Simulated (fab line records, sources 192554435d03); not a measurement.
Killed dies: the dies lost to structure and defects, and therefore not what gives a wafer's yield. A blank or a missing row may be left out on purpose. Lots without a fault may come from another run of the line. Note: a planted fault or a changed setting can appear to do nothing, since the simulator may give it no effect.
Matching of chambers :: flow n5_finfet :: N5_SDB_ALD_29 on ald_sin-03 has 4 sister chambers
The step deposits SiNx, target thk 30 nm, pulse time 1 s, ald cycles 600. 8 wafers are shown with their chamber, then 9 later ones without.

== WAFERS PAIRED WITH THEIR CHAMBERS ==
wafer: L077.1
chamber: 0
heater_power_w (W): 911
precursor_pulse_height_rel: 0.993

wafer: L077.5
chamber: 1
heater_power_w (W): 805
precursor_pulse_height_rel: 0.994

wafer: L078.1
chamber: 1
heater_power_w (W): 803
precursor_pulse_height_rel: 1.036

wafer: L086.1
chamber: 3
heater_power_w (W): 668
precursor_pulse_height_rel: 0.992

wafer: L086.2
chamber: 0
heater_power_w (W): 928
precursor_pulse_height_rel: 1.009

wafer: L087.2
chamber: 2
heater_power_w (W): 647
precursor_pulse_height_rel: 0.991

wafer: L087.5
chamber: 3
heater_power_w (W): 690
precursor_pulse_height_rel: 0.986

wafer: L087.6
chamber: 2
heater_power_w (W): 653
precursor_pulse_height_rel: 0.983

== WAFERS WITHOUT THEIR CHAMBER ==
wafer: L089.2
heater_power_w (W): 938
precursor_pulse_height_rel: 1.007

wafer: L089.3
heater_power_w (W): 801
precursor_pulse_height_rel: 1.012

wafer: L089.6
heater_power_w (W): 938
precursor_pulse_height_rel: 0.984

wafer: L094.2
heater_power_w (W): 659
precursor_pulse_height_rel: 0.993

wafer: L094.3
heater_power_w (W): 935
precursor_pulse_height_rel: 1.011

wafer: L094.4
heater_power_w (W): 803
precursor_pulse_height_rel: 1.057

wafer: L095.1
heater_power_w (W): 820
precursor_pulse_height_rel: 1.021

wafer: L095.3
heater_power_w (W): 710
precursor_pulse_height_rel: 1.038

wafer: L095.4
heater_power_w (W): 915
precursor_pulse_height_rel: 1.016

== THE CHAMBER EACH PASSED THROUGH ==
wafer: L089.2
from the rows above: 0
in truth: 0

wafer: L089.3
from the rows above: 1
in truth: 1

wafer: L089.6
from the rows above: 0
in truth: 0

wafer: L094.2
from the rows above: can't be placed: 2 or 3
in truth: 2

wafer: L094.3
from the rows above: 0
in truth: 0

wafer: L094.4
from the rows above: 1
in truth: 1

wafer: L095.1
from the rows above: 1
in truth: 1

wafer: L095.3
from the rows above: 3
in truth: 3

wafer: L095.4
from the rows above: 0
in truth: 0
Correct placement for 8 of the 9. Unplaceable from these rows: 1, with the true chamber sitting among the candidates in 1. Wrongly placed: 0.
How it was worked out, from the rows above alone: a wafer's distance from a chamber is the root of the sum, over the readings, of the square of ((its reading less the chamber's mean) divided by the reading's scatter). If the next closest chamber is less than 2 further off than the closest, the wafer can't be placed; otherwise it belongs to the closest. A chamber's mean is the mean of its shown wafers. The scatter: take each reading less its chamber's mean, square it, sum over the shown wafers, divide by the number of wafers less the number of chambers, and take the root.
